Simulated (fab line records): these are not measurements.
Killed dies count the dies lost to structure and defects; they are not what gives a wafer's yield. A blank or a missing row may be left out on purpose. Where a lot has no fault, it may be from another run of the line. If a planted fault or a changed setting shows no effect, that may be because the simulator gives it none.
Which of the tools did it?	flow nand harc	12 lots, 35 wafers sampled, at 5 steps of a route of 1159

WHAT THE GAUGES SHOWED, per wafer
NHARC_END_SORT_01. Usual: defect limited yield 95.6 %, standard deviation 1.4; killed at array 26, standard deviation 9; killed at other 0.8, standard deviation 1.2; killed at periphery 3.2, standard deviation 2.3; killed dies 30, standard deviation 9.1; killed open 3.5, standard deviation 2; killed short 1.8, standard deviation 1.4; sort_bin_2_pct 1.4 %, standard deviation 0.59; sort_bin_3_pct 0.25 %, standard deviation 0.22; sort_bin_4_pct 2.8 %, standard deviation 0.91; sort n pass 647, standard deviation 9.1; sort rim yield pct 95.4 %, standard deviation 3; sort yield pct 95.6 %, standard deviation 1.4.
lot	measured	on	defect limited yield (%)	killed at array	killed at other	killed at periphery	killed dies	killed open	killed short	sort_bin_2_pct (%)	sort_bin_3_pct (%)	sort_bin_4_pct (%)	sort n pass	sort rim yield pct (%)	sort yield pct (%)	flag
L822	day 19 12:35	prober-02	94.8 95.3 95.4	28 27 25	2 1 0	5 4 6	35 32 31	5 1 1	2 2 2	1.5 0.9 1.5	0 0.15 0	3.7 3.7 3.1	642 645 646	100.0 97.2 97.2	94.8 95.3 95.4	
L824	day 19 23:25	prober-01	95.7 96.6 97.2	25 20 17	1 0 0	3 3 2	29 23 19	3 6 1	2 3 1	1.2 1.2 0.4	0.15 0.15 0	3.0 2.1 2.4	648 654 658	97.2 98.1 100.0	95.7 96.6 97.2	
L825	day 20 06:20	prober-02	95.6 97.2 96.3	27 19 20	1 0 0	2 0 5	30 19 25	7 5 11	1 4 2	1.0 0.9 1.3	0 0.30 0.30	3.4 1.6 2.1	647 658 652	97.2 96.2 97.2	95.6 97.2 96.3	
L827	day 20 15:22	prober-02	97.8 95.0 96.3	13 29 19	0 1 0	2 4 6	15 34 25	3 3 3	1 6 0	0.3 1.3 0.9	0.44 0.15 0.59	1.5 3.5 2.2	662 643 652	96.2 92.5 93.4	97.8 95.0 96.3	
L826	day 20 15:22	prober-01	96.8 96.2 96.6	18 18 17	3 4 5	1 4 1	22 26 23	1 4 2	1 3 1	0.6 1.2 0.9	0.44 0.30 0.44	2.2 2.4 2.1	655 651 654	97.2 94.3 98.1	96.8 96.2 96.6	
L828	day 21 01:21	prober-01	94.7 93.5 96.5	27 34 19	2 5 2	7 5 3	36 44 24	5 2 3	4 3 0	2.1 2.8 1.2	0.30 0.15 0.30	3.0 3.5 2.1	641 633 653	98.1 97.2 99.1	94.7 93.5 96.5	
L830	day 21 22:34	prober-01	51.3 48.9	328 344	0 0	2 2	330 346	2 1	1 1	15.7 16.8	3.10 2.51	30.0 31.8	347 331	53.8 40.6	51.3 48.9	OFF
L834	day 22 11:40	prober-01	94.7 93.5 94.1	35 43 40	0 0 0	1 1 0	36 44 40	3 2 2	1 2 1	2.1 2.1 1.8	0 0.15 0.59	3.2 4.3 3.5	641 633 637	96.2 91.5 93.4	94.7 93.5 94.1	

WHAT TOOL EACH LOT RAN ON (gives the tool, then ch and the chambers of the sampled wafers, and finally the start)
lot	NHARC_A_M0_ECD_22	NHARC_THIN_TSV_DEP_43	NHARC_THIN_TSV_DESCUM_14	NHARC_THIN_TSV_PRE_CLEAN_54
L821	ecd cu-02 ch 0, day 17 18:49	pecvd-03 ch 0,1,2, day 18 19:24	rie diel-12 ch 0,2,3, day 19 00:21	pvd sputter-02, day 19 05:02
L822	ecd cu-02 ch 0,1, day 17 19:37	pecvd-02 ch 0,1,2, day 18 18:10	rie diel-13 ch 2,3, day 18 19:09	pvd sputter-02, day 18 23:50
L823	ecd cu-02 ch 0,1, day 18 03:14	pecvd-03 ch 0,1, day 19 05:04	rie diel-13 ch 0,2, day 19 05:56	pvd sputter-01, day 19 10:38
L824	ecd cu-01 ch 0,1, day 18 03:25	pecvd-02 ch 0,2, day 19 06:18	rie diel-12 ch 2,3, day 19 07:15	pvd sputter-02, day 19 11:56
L825	ecd cu-01 ch 0,1, day 18 03:48	pecvd-03 ch 1,2, day 19 07:26	rie diel-12 ch 1,2,3, day 19 08:27	pvd sputter-03, day 19 13:10
L827	ecd cu-02 ch 0,1, day 18 19:44	pecvd-03 ch 0,1, day 19 20:23	rie diel-12 ch 1,2,3, day 19 21:24	pvd sputter-03, day 20 03:46
L826	ecd cu-02 ch 0,1, day 18 20:56	pecvd-03 ch 0,1,2, day 19 21:43	rie diel-12 ch 1,2, day 19 22:43	pvd sputter-03, day 20 05:13
L828	ecd cu-01 ch 0,1, day 19 09:05	pecvd-03 ch 1,2, day 20 10:57	rie diel-13 ch 0,1, day 20 11:46	pvd sputter-01, day 20 16:38
L830	ecd cu-02 ch 1, day 20 06:26	pecvd-01 ch 0,1, day 21 05:28	rie diel-04 ch 2,3, day 21 06:29	pvd sputter-03, day 21 11:09
L834	ecd cu-01 ch 0,1, day 20 18:00	pecvd-02 ch 1,2, day 21 17:50	rie diel-12 ch 1,3, day 21 18:50	pvd sputter-01, day 21 23:55
L835	ecd cu-01 ch 0,1, day 20 19:16	pecvd-01 ch 0,1,2, day 21 19:02	rie diel-13 ch 0,1,3, day 21 19:54	pvd sputter-02, day 22 00:34
L842	ecd cu-01 ch 0,1, day 23 01:47	pecvd-01 ch 0,1,2, day 24 07:49	rie diel-04 ch 0,1,3, day 24 08:49	pvd sputter-01, day 24 13:29
- NHARC_A_M0_ECD_22: material Cu, target thk 400 nm.
- NHARC_THIN_TSV_DEP_43: deposits SiO2, target thk 1328.5 nm.
- NHARC_THIN_TSV_DESCUM_14: chemistry O2, time 3 s.
- NHARC_THIN_TSV_PRE_CLEAN_54: time 30 s.

AS READ BY THE TOOLS THEMSELVES (means over the sampled wafers that have a number; for cases with no such wafer, the mark the record gives instead)
NHARC_A_M0_ECD_22. Usual: 6.1 % for bath heat duty pct, sd 0.59.
lot	tool	bath heat duty pct (%)	flag
L821	ecd cu-02	5.9	
L822	ecd cu-02	5.8	
L823	ecd cu-02	6.1	
L824	ecd cu-01	6.4	
L825	ecd cu-01	6.5	
L827	ecd cu-02	5.9	
L826	ecd cu-02	6.1	
L828	ecd cu-01	6.6	
L830	ecd cu-02	5.8	
L834	ecd cu-01	6.5	
L835	ecd cu-01	6.5	
L842	ecd cu-01	6.5	

NHARC_THIN_TSV_DEP_43. Usual: chamber pressure Torr 6.499 Torr, standard deviation 0.013; rf fwd power W 898.0 W, standard deviation 2.7; throttle valve pct 16.2 %, standard deviation 0.62.
lot	tool	chamber pressure Torr (Torr)	rf fwd power W (W)	throttle valve pct (%)	flag
L821	pecvd-03	6.485	898.0	16.2	
L822	pecvd-02	6.507	896.7	15.6	
L823	pecvd-03	6.507	897.8	16.4	
L824	pecvd-02	6.500	898.9	15.3	
L825	pecvd-03	6.505	896.1	16.5	
L827	pecvd-03	6.506	895.4	16.4	
L826	pecvd-03	6.502	895.8	16.5	
L828	pecvd-03	6.502	899.2	16.2	
L830	pecvd-01	6.495	901.1	16.4	
L834	pecvd-02	6.499	896.2	15.6	
L835	pecvd-01	6.502	899.5	16.3	
L842	pecvd-01	6.488	900.5	16.3	

NHARC_THIN_TSV_DESCUM_14. Usual: drypump motor current A 5.6 A, standard deviation 0.38; oes product au 1.002 a.u., standard deviation 0.011; rf vpp V 57.7 V, standard deviation 0.89; showerhead plenum p Torr 1.92 Torr, standard deviation 0.087; throttle valve pct 11.309 %, standard deviation 0.0096.
lot	tool	drypump motor current A (A)	oes product au (a.u.)	rf vpp V (V)	showerhead plenum p Torr (Torr)	throttle valve pct (%)	flag
L821	rie diel-12	5.9	0.996	58.3	1.94	11.316	
L822	rie diel-13	5.9	0.996	58.3	2.04	11.311	
L823	rie diel-13	5.7	0.998	57.3	1.87	11.311	
L824	rie diel-12	5.7	0.999	58.2	2.00	11.317	
L825	rie diel-12	5.4	0.999	58.0	1.93	11.316	
L827	rie diel-12	5.4	1.001	57.4	1.93	11.300	
L826	rie diel-12	5.4	1.004	58.2	1.90	11.313	
L828	rie diel-13	5.5	1.009	56.6	1.81	11.310	
L830	rie diel-04	5.3	1.022	58.2	1.90	11.311	
L834	rie diel-12	5.1	0.998	57.6	1.90	11.296	
L835	rie diel-13	5.6	1.014	57.4	1.89	11.303	
L842	rie diel-04	5.7	0.992	58.2	1.94	11.318	

NHARC_THIN_TSV_PRE_CLEAN_54. Usual: 410 W for heater power w, sd 37.
lot	tool	heater power w (W)	flag
L821	pvd sputter-02	416	
L822	pvd sputter-02	414	
L823	pvd sputter-01	392	
L824	pvd sputter-02	397	
L825	pvd sputter-03	424	
L827	pvd sputter-03	392	
L826	pvd sputter-03	401	
L828	pvd sputter-01	432	
L830	pvd sputter-03	384	
L834	pvd sputter-01	434	
L835	pvd sputter-02	405	
L842	pvd sputter-01	411	

THE ANSWER, worked out from the rows above alone
Rule: a lot counts as off when the mean over its wafers that have a number is more than 3 standard deviations away from the usual mean. Also off: a lot with no number at a reading for which 4 or more lots have one. The other lots that the step has rows for count as sound. First the gauges in route order, then the tools' own readings, where a lot's mean is used as printed above. At the first step where some lot is off, the reading lying furthest off is the one used; lots without a number count as furthest.
Off at NHARC_END_SORT_01 (killed at array): L830. Neither off nor sound, because the step has no rows for them: L821, L823, L835, L842.
If a tool, at a process step before that reading, ran all the lots that are off and no sound lot after the first of them, it fits. The gauges at NHARC_END_SORT_01 are tried like those tools. Can't be told from this: 4 tools fit, ecd cu-02 at NHARC_A_M0_ECD_22, pecvd-01 at NHARC_THIN_TSV_DEP_43, rie diel-04 at NHARC_THIN_TSV_DESCUM_14, pvd sputter-03 at NHARC_THIN_TSV_PRE_CLEAN_54.

WHAT THE SIMULATOR HAD PUT IN
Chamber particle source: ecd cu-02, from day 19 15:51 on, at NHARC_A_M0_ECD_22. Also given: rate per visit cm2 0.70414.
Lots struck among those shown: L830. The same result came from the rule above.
